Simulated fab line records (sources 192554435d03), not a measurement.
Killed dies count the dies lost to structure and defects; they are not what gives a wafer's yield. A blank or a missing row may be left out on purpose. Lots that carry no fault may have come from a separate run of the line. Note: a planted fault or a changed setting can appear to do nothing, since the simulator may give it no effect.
Lot-split experiment || flow n5_finfet || 7 lots, 21 wafers read, on a route of 1938 steps

## THE SPLIT
At N5_BEOL_M0_SAQP_ETCH_107 (etches SiNx in CH3F/O2, target depth 30 nm), the setting bias_w was moved away from the recipe's 73 W on 8 of the 21 wafers read, by -14.6% to +15.4%. For the rest of the wafers, this setting stayed at what the recipe calls for.

The split's own step is where the reading is taken.

## THE READING
rf_vpp_V, in V, at N5_BEOL_M0_SAQP_ETCH_107 (etches SiNx in CH3F/O2, target depth 30 nm). A value of 295 V with a standard deviation of 6 V is what fault-free wafers of this fab line usually give.

{"wafer": "L075.1", "tool, chamber at the split": "rie_diel-01, 2", "bias_w as run, W": 80.51, "against the recipe": "+10.3%", "rf_vpp_V, V": 317, "against lot-mates on the recipe": "no lot-mate on the recipe"}
{"wafer": "L075.3", "tool, chamber at the split": "rie_diel-01, 0", "bias_w as run, W": 80.51, "against the recipe": "+10.3%", "rf_vpp_V, V": 319, "against lot-mates on the recipe": "no lot-mate on the recipe"}
{"wafer": "L075.4", "tool, chamber at the split": "rie_diel-01, 1", "bias_w as run, W": 80.51, "against the recipe": "+10.3%", "rf_vpp_V, V": 329, "against lot-mates on the recipe": "no lot-mate on the recipe"}
{"wafer": "L077.2", "tool, chamber at the split": "rie_diel-06, 0", "bias_w as run, W": 73, "against the recipe": "recipe", "rf_vpp_V, V": 301, "against lot-mates on the recipe": "-"}
{"wafer": "L077.3", "tool, chamber at the split": "rie_diel-06, 3", "bias_w as run, W": 73, "against the recipe": "recipe", "rf_vpp_V, V": 299, "against lot-mates on the recipe": "-"}
{"wafer": "L077.4", "tool, chamber at the split": "rie_diel-06, 1", "bias_w as run, W": 73, "against the recipe": "recipe", "rf_vpp_V, V": 286, "against lot-mates on the recipe": "-"}
{"wafer": "L078.2", "tool, chamber at the split": "rie_diel-01, 1", "bias_w as run, W": 73, "against the recipe": "recipe", "rf_vpp_V, V": 303, "against lot-mates on the recipe": "-"}
{"wafer": "L078.4", "tool, chamber at the split": "rie_diel-01, 0", "bias_w as run, W": 62.36, "against the recipe": "-14.6%", "rf_vpp_V, V": 260, "against lot-mates on the recipe": -44}
{"wafer": "L078.5", "tool, chamber at the split": "rie_diel-01, 1", "bias_w as run, W": 73, "against the recipe": "recipe", "rf_vpp_V, V": 304, "against lot-mates on the recipe": "-"}
{"wafer": "L079.3", "tool, chamber at the split": "rie_diel-06, 0", "bias_w as run, W": 73, "against the recipe": "recipe", "rf_vpp_V, V": 303, "against lot-mates on the recipe": "-"}
{"wafer": "L079.4", "tool, chamber at the split": "rie_diel-06, 1", "bias_w as run, W": 76.52, "against the recipe": "+4.8%", "rf_vpp_V, V": 296, "against lot-mates on the recipe": "+1"}
{"wafer": "L079.6", "tool, chamber at the split": "rie_diel-06, 2", "bias_w as run, W": 73, "against the recipe": "recipe", "rf_vpp_V, V": 287, "against lot-mates on the recipe": "-"}
{"wafer": "L081.3", "tool, chamber at the split": "rie_diel-01, 0", "bias_w as run, W": 73, "against the recipe": "recipe", "rf_vpp_V, V": 295, "against lot-mates on the recipe": "-"}
{"wafer": "L081.4", "tool, chamber at the split": "rie_diel-01, 1", "bias_w as run, W": 84.21, "against the recipe": "+15.4%", "rf_vpp_V, V": 339, "against lot-mates on the recipe": "+46"}
{"wafer": "L081.6", "tool, chamber at the split": "rie_diel-01, 2", "bias_w as run, W": 73, "against the recipe": "recipe", "rf_vpp_V, V": 292, "against lot-mates on the recipe": "-"}
{"wafer": "L082.2", "tool, chamber at the split": "rie_diel-01, 0", "bias_w as run, W": 63.48, "against the recipe": "-13.0%", "rf_vpp_V, V": 264, "against lot-mates on the recipe": -32}
{"wafer": "L082.4", "tool, chamber at the split": "rie_diel-01, 0", "bias_w as run, W": 73, "against the recipe": "recipe", "rf_vpp_V, V": 296, "against lot-mates on the recipe": "-"}
{"wafer": "L082.5", "tool, chamber at the split": "rie_diel-01, 1", "bias_w as run, W": 63.48, "against the recipe": "-13.0%", "rf_vpp_V, V": 271, "against lot-mates on the recipe": -25}
{"wafer": "L088.3", "tool, chamber at the split": "rie_diel-05, 1", "bias_w as run, W": 73, "against the recipe": "recipe", "rf_vpp_V, V": 298, "against lot-mates on the recipe": "-"}
{"wafer": "L088.5", "tool, chamber at the split": "rie_diel-05, 3", "bias_w as run, W": 73, "against the recipe": "recipe", "rf_vpp_V, V": 300, "against lot-mates on the recipe": "-"}
{"wafer": "L088.6", "tool, chamber at the split": "rie_diel-05, 0", "bias_w as run, W": 73, "against the recipe": "recipe", "rf_vpp_V, V": 291, "against lot-mates on the recipe": "-"}

FIT RESULTS
A straight line over all 21 wafers: rf_vpp_V changes by +2.41 V for each +1% of bias_w; r = +0.95; the points scatter about the line by 6.2 V.
The same after taking each lot's own level away (the mean of its wafers on the recipe; 18 wafers): +2.56 V for each +1%; r = +0.95; scatter 6.1 V.
The reading moves by 39 V for the largest change in bias_w, on that fit.
From 293.5 to 303.5 V: that is the span of the lots' own levels, equal to 1.7 times the standard deviation above.
Consequently the slope shifts little with the lot-to-lot level, the two slopes agreeing.
Check: for one of the wafers moved furthest among these (+15.4%), held out of the fit, the line's prediction against its lot-mates is +35.1 V. It came out at +45.5 V against them.
Tool readings at the split's step, against how far the setting was moved: rf_vpp_V r = +0.95.

## THESE WAFERS: OTHER SPLITS
Note: prior to the reading, these wafers also went through further splits. Each is held against what the fit with the lots' levels taken away leaves over:
{"other split on the same wafers": "N5_MOL_CONTACT_COAG_ALD_133 ald_cycles", "wafers away from the commonest value": 6, "r with rf_vpp_V (lot level and that fit taken away)": "+0.30"}
{"other split on the same wafers": "N5_MOL_CONTACT_COAG_ETCH_67 source_w", "wafers away from the commonest value": 9, "r with rf_vpp_V (lot level and that fit taken away)": "+0.33"}

## THE FILE'S OWN FIT
rf_vpp_V changes by +2.66 V for each +1% of bias_w, r = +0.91.
